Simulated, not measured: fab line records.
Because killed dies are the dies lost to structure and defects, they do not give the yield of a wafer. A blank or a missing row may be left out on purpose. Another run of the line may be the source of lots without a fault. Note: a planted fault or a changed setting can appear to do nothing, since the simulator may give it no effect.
Matching of chambers || flow nand-harc || NHARC_A_CONTACT_ETCH_75 on rie-diel-03 has 4 sister chambers
The step etches the open film in CF4, target depth 39 nm, time 65 s. 4 wafers are shown with their chamber, then 7 later ones without.

## WAFERS PAIRED WITH THEIR CHAMBERS
{"wafer": "L879.2", "chamber": 2, "showerhead-plenum-p-Torr (Torr)": 1.79}
{"wafer": "L879.4", "chamber": 3, "showerhead-plenum-p-Torr (Torr)": 1.85}
{"wafer": "L882.3", "chamber": 0, "showerhead-plenum-p-Torr (Torr)": 1.90}
{"wafer": "L882.5", "chamber": 1, "showerhead-plenum-p-Torr (Torr)": 1.69}

## WAFERS MISSING THEIR CHAMBER
{"wafer": "L882.6", "showerhead-plenum-p-Torr (Torr)": 1.90}
{"wafer": "L890.2", "showerhead-plenum-p-Torr (Torr)": 1.69}
{"wafer": "L890.3", "showerhead-plenum-p-Torr (Torr)": 1.84}
{"wafer": "L890.4", "showerhead-plenum-p-Torr (Torr)": 1.78}
{"wafer": "L892.1", "showerhead-plenum-p-Torr (Torr)": 1.90}
{"wafer": "L892.4", "showerhead-plenum-p-Torr (Torr)": 1.69}
{"wafer": "L892.6", "showerhead-plenum-p-Torr (Torr)": 1.90}

## THE CHAMBER EACH PASSED THROUGH
{"wafer": "L882.6", "from the rows above": 0, "in truth": 0}
{"wafer": "L890.2", "from the rows above": 1, "in truth": 1}
{"wafer": "L890.3", "from the rows above": 3, "in truth": 3}
{"wafer": "L890.4", "from the rows above": 2, "in truth": 2}
{"wafer": "L892.1", "from the rows above": 0, "in truth": 0}
{"wafer": "L892.4", "from the rows above": 1, "in truth": 1}
{"wafer": "L892.6", "from the rows above": 0, "in truth": 0}
Placed correctly: 7 of 7. Can't be placed from these rows: 0. Placed wrongly: 0.
How it was worked out, from the rows above alone: a wafer's distance from a chamber is the root of the sum, over the readings, of the square of ((its reading less the chamber's mean) divided by the reading's scatter). The wafer belongs to the nearest chamber; if the next one is less than 2 further off, it can't be placed. For every chamber, the mean is computed from those of its wafers that are shown. The scatter (one wafer shown for each chamber): square how far every hidden wafer sits from the nearest shown wafer, average those squares and take the square root.
